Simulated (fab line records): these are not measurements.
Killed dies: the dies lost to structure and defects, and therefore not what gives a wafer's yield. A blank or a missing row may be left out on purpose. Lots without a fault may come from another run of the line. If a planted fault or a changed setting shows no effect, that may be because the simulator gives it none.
Matching of chambers | flow n5 finfet | uv cure-02 running N5_BEOL_M5_CURE_79: 3 sister chambers
The step cures SiCOH lowk, time 240 s. 6 wafers are shown with their chamber, then 10 later ones without.

## WAFERS PAIRED WITH THEIR CHAMBERS
wafer  | chamber | wafer_temp_C_max | lamp power pct (%)
L076.5 | 0       | 386.0            | 52.27
L076.6 | 0       | 386.8            | 52.35
L086.4 | 2       | 386.6            | 52.28
L086.5 | 2       | 387.2            | 52.30
L090.1 | 1       | 386.5            | 52.33
L090.4 | 1       | 386.2            | 52.25

## WAFERS WITH NO CHAMBER GIVEN
wafer  | wafer_temp_C_max | lamp power pct (%)
L090.5 | 386.2            | 52.41
L089.1 | 387.0            | 52.31
L089.2 | 386.4            | 52.37
L089.5 | 386.8            | 52.29
L091.3 | 386.3            | 52.31
L091.4 | 386.6            | 52.31
L091.5 | 386.1            | 52.26
L093.3 | 386.8            | 52.25
L093.5 | 386.5            | 52.31
L093.6 | 386.0            | 52.17

## EACH ONE'S CHAMBER
wafer  | from the rows above          | in truth
L090.5 | can't be placed: 0 or 1 or 2 | 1
L089.1 | can't be placed: 2 or 0 or 1 | 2
L089.2 | can't be placed: 0 or 1 or 2 | 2
L089.5 | can't be placed: 2 or 0 or 1 | 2
L091.3 | can't be placed: 0 or 1 or 2 | 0
L091.4 | can't be placed: 0 or 1 or 2 | 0
L091.5 | can't be placed: 1 or 0 or 2 | 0
L093.3 | can't be placed: 2 or 1 or 0 | 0
L093.5 | can't be placed: 0 or 1 or 2 | 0
L093.6 | can't be placed: 1 or 0 or 2 | 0
Correct placement for 0 of the 10. Can't be placed from these rows: 10 (the true chamber is among the candidates in 10). Placed wrongly: 0.
How it was worked out, from the rows above alone: a wafer's distance from a chamber is the root of the sum, over the readings, of the square of ((its reading less the chamber's mean) divided by the reading's scatter). The wafer belongs to the nearest chamber; if the next one is less than 2 further off, it can't be placed. A chamber's mean is the mean of its shown wafers. The scatter: take each reading less its chamber's mean, square it, sum over the shown wafers, divide by the number of wafers less the number of chambers, and take the root.
